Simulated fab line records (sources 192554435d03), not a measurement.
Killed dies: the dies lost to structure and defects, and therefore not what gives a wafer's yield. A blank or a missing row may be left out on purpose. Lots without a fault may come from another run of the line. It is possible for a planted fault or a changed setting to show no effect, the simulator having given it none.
A sampling plan put to the test -- flow n5-finfet -- one fab line, 54 faults that these records tell of, each judged on the records of the lots that it struck; 1 more is left out, because the records don't allow judging it
What counts as the plan is the set of the line's own looks, namely the steps on the route at which a gauge or an inspection reads a wafer and does not change it. A look can be judged if struck wafers have a number there and the file gives its usual mean and standard deviation on fault-free wafers. Caught: at a look after the fault's first step, the mean of the struck wafers lies 4 or more of those standard deviations (sigma) from the usual mean. On the tool: here the same test is run on the tool's own readings at the fault's steps. Another recipe on the struck wafers, or a record that is blank for them alone, also counts as caught.

THE FAULTS, as the simulator had put them in
1. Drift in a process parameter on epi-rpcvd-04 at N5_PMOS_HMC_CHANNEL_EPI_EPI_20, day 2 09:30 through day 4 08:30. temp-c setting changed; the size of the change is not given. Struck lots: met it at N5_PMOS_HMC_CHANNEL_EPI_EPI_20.
2. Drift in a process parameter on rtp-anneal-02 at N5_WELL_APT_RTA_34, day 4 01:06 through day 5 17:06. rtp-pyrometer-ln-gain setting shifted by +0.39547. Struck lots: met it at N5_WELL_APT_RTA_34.
3. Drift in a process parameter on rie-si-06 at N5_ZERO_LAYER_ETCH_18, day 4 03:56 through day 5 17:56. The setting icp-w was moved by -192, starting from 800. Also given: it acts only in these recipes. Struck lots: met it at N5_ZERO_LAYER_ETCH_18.
4. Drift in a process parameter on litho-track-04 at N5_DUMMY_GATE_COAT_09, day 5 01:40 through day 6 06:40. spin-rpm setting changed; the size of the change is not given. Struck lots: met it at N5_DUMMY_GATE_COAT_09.
5. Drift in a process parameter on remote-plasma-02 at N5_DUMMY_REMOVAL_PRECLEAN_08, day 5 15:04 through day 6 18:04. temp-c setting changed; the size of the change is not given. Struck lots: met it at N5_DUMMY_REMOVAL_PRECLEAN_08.
6. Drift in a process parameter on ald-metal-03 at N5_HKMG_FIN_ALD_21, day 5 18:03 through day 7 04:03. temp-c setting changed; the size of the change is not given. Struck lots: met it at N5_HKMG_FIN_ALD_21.
7. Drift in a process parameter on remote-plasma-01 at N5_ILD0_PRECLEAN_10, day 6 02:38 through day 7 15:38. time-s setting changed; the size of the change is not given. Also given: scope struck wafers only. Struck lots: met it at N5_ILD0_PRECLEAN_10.
8. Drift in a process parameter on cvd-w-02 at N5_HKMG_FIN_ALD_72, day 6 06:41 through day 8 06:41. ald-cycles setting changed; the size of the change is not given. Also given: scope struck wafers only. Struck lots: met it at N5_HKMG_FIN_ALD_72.
9. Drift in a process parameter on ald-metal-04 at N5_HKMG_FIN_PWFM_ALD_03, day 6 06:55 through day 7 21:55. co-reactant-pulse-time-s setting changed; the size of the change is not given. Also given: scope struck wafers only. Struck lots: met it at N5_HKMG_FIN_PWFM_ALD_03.
10. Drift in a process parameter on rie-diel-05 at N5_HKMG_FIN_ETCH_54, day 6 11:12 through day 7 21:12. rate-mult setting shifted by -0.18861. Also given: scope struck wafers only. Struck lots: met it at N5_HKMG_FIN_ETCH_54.
11. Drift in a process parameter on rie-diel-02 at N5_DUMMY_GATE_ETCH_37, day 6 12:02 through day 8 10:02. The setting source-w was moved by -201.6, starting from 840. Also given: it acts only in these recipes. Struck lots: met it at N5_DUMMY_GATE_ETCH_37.
12. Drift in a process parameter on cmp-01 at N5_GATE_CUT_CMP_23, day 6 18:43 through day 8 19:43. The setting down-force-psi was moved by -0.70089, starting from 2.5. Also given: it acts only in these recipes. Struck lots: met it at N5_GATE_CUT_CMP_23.
13. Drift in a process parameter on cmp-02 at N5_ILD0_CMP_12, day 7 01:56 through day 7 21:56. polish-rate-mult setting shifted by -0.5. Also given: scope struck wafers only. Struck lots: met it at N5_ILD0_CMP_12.
14. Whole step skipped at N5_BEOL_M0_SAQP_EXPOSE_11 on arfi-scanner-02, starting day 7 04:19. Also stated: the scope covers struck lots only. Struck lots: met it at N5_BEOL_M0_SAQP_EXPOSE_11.
15. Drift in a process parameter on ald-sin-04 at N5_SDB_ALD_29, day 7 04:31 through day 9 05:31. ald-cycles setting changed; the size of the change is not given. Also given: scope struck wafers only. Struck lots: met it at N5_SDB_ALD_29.
16. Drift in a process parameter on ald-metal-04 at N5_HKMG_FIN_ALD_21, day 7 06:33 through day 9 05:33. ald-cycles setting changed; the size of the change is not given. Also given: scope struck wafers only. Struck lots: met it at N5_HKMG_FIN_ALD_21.
17. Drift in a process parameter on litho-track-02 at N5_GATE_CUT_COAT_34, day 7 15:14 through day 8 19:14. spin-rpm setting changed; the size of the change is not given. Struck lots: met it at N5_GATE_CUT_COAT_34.
18. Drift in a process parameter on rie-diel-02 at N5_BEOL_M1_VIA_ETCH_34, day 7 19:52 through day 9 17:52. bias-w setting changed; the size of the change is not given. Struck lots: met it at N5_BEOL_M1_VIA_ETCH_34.
19. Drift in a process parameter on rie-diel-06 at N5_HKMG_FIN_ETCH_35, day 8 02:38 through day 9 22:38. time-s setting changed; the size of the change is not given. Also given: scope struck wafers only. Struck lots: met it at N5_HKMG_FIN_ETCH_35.
20. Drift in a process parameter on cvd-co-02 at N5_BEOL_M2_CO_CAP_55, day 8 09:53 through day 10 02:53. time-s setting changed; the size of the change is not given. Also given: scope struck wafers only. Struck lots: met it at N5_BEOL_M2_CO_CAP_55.
21. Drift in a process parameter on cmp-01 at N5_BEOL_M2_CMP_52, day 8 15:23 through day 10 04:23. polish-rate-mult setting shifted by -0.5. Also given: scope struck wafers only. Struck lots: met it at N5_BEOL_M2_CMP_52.
22. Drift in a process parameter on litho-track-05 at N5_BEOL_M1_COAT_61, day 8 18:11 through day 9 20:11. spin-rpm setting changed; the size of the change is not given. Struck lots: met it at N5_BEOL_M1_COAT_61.
23. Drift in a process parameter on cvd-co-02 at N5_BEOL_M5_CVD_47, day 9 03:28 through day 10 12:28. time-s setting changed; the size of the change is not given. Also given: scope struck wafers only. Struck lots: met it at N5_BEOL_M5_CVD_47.
24. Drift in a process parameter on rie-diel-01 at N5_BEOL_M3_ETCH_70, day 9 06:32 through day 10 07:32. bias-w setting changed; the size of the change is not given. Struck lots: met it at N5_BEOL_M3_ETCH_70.
25. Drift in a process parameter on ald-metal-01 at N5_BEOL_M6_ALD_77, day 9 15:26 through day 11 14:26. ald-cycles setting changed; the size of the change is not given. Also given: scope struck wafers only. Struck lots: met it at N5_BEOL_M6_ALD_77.
26. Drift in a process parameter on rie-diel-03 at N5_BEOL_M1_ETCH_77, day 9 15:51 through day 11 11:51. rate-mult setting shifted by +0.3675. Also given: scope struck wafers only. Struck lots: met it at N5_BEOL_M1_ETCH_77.
27. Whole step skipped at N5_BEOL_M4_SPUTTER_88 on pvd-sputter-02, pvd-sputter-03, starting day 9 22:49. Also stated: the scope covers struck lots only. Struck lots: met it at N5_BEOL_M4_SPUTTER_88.
28. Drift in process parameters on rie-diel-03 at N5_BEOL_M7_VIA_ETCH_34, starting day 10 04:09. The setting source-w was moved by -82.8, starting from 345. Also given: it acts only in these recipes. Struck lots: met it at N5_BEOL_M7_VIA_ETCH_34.
29. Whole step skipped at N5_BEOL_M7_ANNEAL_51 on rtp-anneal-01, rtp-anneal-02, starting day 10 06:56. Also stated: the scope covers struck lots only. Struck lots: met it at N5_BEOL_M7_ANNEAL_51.
30. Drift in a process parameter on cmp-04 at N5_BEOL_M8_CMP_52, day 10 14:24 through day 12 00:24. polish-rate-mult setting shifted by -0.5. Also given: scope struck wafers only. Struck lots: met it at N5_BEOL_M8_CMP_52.
31. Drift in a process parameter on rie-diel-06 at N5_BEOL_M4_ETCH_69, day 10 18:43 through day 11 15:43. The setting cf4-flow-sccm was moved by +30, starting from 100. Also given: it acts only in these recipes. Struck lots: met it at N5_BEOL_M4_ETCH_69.
32. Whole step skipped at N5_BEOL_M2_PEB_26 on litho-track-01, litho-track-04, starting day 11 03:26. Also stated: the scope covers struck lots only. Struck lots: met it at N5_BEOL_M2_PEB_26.
33. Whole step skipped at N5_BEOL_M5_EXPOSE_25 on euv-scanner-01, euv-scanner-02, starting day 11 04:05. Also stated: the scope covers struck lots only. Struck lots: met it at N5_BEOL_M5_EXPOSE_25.
34. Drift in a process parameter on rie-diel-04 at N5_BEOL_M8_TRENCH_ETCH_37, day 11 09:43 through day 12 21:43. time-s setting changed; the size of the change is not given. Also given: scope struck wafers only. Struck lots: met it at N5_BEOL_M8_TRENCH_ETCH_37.
35. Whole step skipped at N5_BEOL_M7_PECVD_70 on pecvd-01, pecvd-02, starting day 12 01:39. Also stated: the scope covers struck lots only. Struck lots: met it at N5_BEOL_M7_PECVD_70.
36. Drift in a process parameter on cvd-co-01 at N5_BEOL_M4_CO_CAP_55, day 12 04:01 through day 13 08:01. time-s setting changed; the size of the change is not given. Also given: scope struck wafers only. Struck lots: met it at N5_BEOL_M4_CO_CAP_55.
37. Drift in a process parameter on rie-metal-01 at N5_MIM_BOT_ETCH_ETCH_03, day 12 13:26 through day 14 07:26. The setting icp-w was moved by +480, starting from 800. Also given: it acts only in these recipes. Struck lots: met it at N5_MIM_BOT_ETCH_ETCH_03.
38. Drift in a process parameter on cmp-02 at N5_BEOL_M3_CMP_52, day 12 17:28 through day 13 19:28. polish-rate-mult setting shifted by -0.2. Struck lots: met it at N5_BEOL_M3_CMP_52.
39. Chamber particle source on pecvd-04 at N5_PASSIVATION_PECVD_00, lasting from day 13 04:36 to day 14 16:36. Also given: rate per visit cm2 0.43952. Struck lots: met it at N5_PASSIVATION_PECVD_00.
40. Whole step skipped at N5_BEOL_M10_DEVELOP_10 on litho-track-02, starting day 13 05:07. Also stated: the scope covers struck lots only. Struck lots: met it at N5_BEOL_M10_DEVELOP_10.
41. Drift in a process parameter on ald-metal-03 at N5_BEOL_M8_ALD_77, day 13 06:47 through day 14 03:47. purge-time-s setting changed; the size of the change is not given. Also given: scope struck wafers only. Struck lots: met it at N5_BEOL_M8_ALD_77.
42. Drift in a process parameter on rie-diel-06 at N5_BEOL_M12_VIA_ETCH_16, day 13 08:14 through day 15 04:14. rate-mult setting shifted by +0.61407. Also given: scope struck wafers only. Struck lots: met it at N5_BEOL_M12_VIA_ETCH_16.
43. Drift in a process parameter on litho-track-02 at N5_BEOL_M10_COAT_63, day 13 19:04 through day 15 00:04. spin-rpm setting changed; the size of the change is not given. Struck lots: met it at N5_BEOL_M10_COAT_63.
44. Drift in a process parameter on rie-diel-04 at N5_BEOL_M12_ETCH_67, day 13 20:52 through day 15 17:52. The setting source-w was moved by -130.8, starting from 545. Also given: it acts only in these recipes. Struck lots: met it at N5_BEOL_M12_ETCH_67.
45. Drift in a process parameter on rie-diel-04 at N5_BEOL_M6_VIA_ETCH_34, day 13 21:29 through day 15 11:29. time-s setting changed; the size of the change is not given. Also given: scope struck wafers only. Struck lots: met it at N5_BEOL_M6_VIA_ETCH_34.
46. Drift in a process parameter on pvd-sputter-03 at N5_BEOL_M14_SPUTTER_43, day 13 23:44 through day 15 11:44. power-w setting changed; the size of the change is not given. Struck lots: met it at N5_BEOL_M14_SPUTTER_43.
47. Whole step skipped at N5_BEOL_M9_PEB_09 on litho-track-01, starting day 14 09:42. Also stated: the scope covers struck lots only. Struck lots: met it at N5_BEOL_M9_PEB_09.
48. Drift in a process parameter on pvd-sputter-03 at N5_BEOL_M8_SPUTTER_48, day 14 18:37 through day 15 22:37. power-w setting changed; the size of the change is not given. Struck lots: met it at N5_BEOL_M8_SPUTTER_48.
49. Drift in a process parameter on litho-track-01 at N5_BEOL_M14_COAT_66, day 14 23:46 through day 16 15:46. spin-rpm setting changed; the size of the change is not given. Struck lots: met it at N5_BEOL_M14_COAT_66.
50. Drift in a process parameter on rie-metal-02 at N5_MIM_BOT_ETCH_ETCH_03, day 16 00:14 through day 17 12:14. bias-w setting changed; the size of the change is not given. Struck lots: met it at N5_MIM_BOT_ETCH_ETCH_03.
51. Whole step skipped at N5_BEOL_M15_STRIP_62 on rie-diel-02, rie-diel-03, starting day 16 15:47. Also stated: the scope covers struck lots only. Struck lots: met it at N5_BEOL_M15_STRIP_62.
52. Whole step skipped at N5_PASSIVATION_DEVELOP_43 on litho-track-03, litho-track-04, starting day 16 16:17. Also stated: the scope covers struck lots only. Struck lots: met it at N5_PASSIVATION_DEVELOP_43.
53. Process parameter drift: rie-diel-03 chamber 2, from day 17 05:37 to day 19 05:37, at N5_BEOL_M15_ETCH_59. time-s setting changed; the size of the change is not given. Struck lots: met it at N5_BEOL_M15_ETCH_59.
54. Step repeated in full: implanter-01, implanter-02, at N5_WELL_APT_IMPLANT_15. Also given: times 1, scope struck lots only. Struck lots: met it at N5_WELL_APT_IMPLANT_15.

WHAT THE PLAN SAW
fault,on the tool itself,first look that catches it,"reading, sigma",median hours from its first step to that look,hours from the fault's start to the first struck lot there,judged looks passed uncaught
1,susceptor-temp-C +44 sigma,not the one look that can be judged after it,-,-,-,1
2,lamp_zone_1_pct -42 sigma,N5_BEOL_M4_RC_MEAS_101,IOFF_N_LONG +4.1,143.8,147,0
3,rf-fwd-power-W -79 sigma,none of the 2 looks that can be judged after it,-,-,-,2
4,spin-speed-rpm -30 sigma,not the one look that can be judged after it,-,-,-,1
5,temp-c +21 sigma,not the one look that can be judged after it,-,-,-,1
6,susceptor-temp-C -19 sigma,not the one look that can be judged after it,-,-,-,1
7,under 2 sigma,not the one look that can be judged after it,-,-,-,1
8,under 2 sigma,not the one look that can be judged after it,-,-,-,1
9,under 2 sigma,not the one look that can be judged after it,-,-,-,1
10,etch-rf-on-time-s +7.4 sigma,not the one look that can be judged after it,-,-,-,1
11,rf-fwd-power-W -71 sigma,not the one look that can be judged after it,-,-,-,1
12,head-pressure-psi -99 or beyond sigma,none of the 2 looks that can be judged after it,-,-,-,2
13,time-to-endpoint-s +9.8 sigma,not the one look that can be judged after it,-,-,-,1
14,no reading that can be judged,no look after it can be judged,-,-,-,0
15,under 2 sigma,not the one look that can be judged after it,-,-,-,1
16,under 2 sigma,not the one look that can be judged after it,-,-,-,1
17,spin-speed-rpm -99 or beyond sigma,none of the 2 looks that can be judged after it,-,-,-,2
18,bias-w -46 sigma,not the one look that can be judged after it,-,-,-,1
19,run-length-s +99 or beyond sigma,not the one look that can be judged after it,-,-,-,1
20,run-length-s -99 or beyond sigma,not the one look that can be judged after it,-,-,-,1
21,overpolish-run-s -99 or beyond sigma,N5_BEOL_M2_THK_MEAS_53,M2_THK +60,0.3,3,0
22,spin-speed-rpm -99 or beyond sigma,not the one look that can be judged after it,-,-,-,1
23,run-length-s +99 or beyond sigma,no look after it can be judged,-,-,-,0
24,bias-w +16 sigma,not the one look that can be judged after it,-,-,-,1
25,under 2 sigma,none of the 2 looks that can be judged after it,-,-,-,2
26,etch-rf-on-time-s -11 sigma,not the one look that can be judged after it,-,-,-,1
27,the tool's record is blank for the struck wafers,not the one look that can be judged after it,-,-,-,1
28,rf-fwd-power-W -68 sigma,no look after it can be judged,-,-,-,0
29,the tool's record is blank for the struck wafers,not the one look that can be judged after it,-,-,-,1
30,overpolish-run-s -99 or beyond sigma,N5_BEOL_M8_THK_MEAS_53,M8_THK +37,0.3,8,0
31,cf4-flow-sccm +94 sigma,not the one look that can be judged after it,-,-,-,1
32,the tool's record is blank for the struck wafers,no look after it can be judged,-,-,-,0
33,no reading that can be judged,no look after it can be judged,-,-,-,0
34,run-length-s -5.3 sigma,no look after it can be judged,-,-,-,0
35,the tool's record is blank for the struck wafers,no look after it can be judged,-,-,-,0
36,run-length-s +99 or beyond sigma,not the one look that can be judged after it,-,-,-,1
37,rf-fwd-power-W +99 or beyond sigma,no look after it can be judged,-,-,-,0
38,barrier-field-endpoint-s +7.8 sigma,not the one look that can be judged after it,-,-,-,1
39,under 2 sigma,N5_MIM_TOP_LITHO_INSPECT_12,raw-defect-count +99 or beyond,1.9,7,0
40,the tool's record is blank for the struck wafers,no look after it can be judged,-,-,-,0
41,under 2 sigma,not the one look that can be judged after it,-,-,-,1
42,oes-product-au +4.4 sigma,no look after it can be judged,-,-,-,0
43,spin-speed-rpm -32 sigma,no look after it can be judged,-,-,-,0
44,rf-vpp-V +14 sigma,no look after it can be judged,-,-,-,0
45,run-length-s +8.6 sigma,not the one look that can be judged after it,-,-,-,1
46,cathode-dc-power-W -99 or beyond sigma,no look after it can be judged,-,-,-,0
47,the tool's record is blank for the struck wafers,no look after it can be judged,-,-,-,0
48,cathode-dc-power-W -99 or beyond sigma,no look after it can be judged,-,-,-,0
49,spin-speed-rpm -99 or beyond sigma,not the one look that can be judged after it,-,-,-,1
50,bias-w -21 sigma,no look after it can be judged,-,-,-,0
51,the tool's record is blank for the struck wafers,no look after it can be judged,-,-,-,0
52,the tool's record is blank for the struck wafers,no look after it can be judged,-,-,-,0
53,run-length-s -10 sigma,no look after it can be judged,-,-,-,0
54,under 2 sigma,none of the 2 looks that can be judged after it,-,-,-,2
A dash: the fault is not caught, or the number is missing from these records.

Caught at a look: 4 of 54. Caught on the tool: 43 of 54. By one or the other: 44 of 54.
On the tool alone, faults 1, 3, 4, 5, 6, 10, 11, 12, 13, 17, 18, 19, 20, 22, 23, 24, 26, 27, 28, 29, 31, 32, 34, 35, 36, 37, 38, 40, 42, 43, 44, 45, 46, 47, 48, 49, 50, 51, 52, 53 were caught.
Caught at a look alone: fault 39.
Caught by neither: faults 7, 8, 9, 14, 15, 16, 25, 33, 41, 54.

THINNER SAMPLING
Were the look that catches a fault to measure just every second or every third lot (counted by lot number), the first struck lot would, at worst, be measured this late:
fault,"struck lots at that look, in order of time",every lot,every second lot,every third lot
2,"L176, L177, L180",147 h,169 h,may miss all 3
21,"L182, L187",3 h,29 h,may miss all 2
30,"L102, L104",8 h,may miss all 2,may miss all 2
39,"L845, L847, L848",7 h,22 h,may miss all 3
Hours are from the fault's start to the first struck lot that is measured. The test against the limit of 4 sigma pooled every struck wafer, which means one lot taken alone may stay below that limit. Other struck lots may not be in these records.

THE LONGEST TIMED WAY FROM STEP TO LOOK
Fault 2: median gap of 143.8 hours between N5_WELL_APT_RTA_34 and N5_BEOL_M4_RC_MEAS_101. No look between them can be judged.
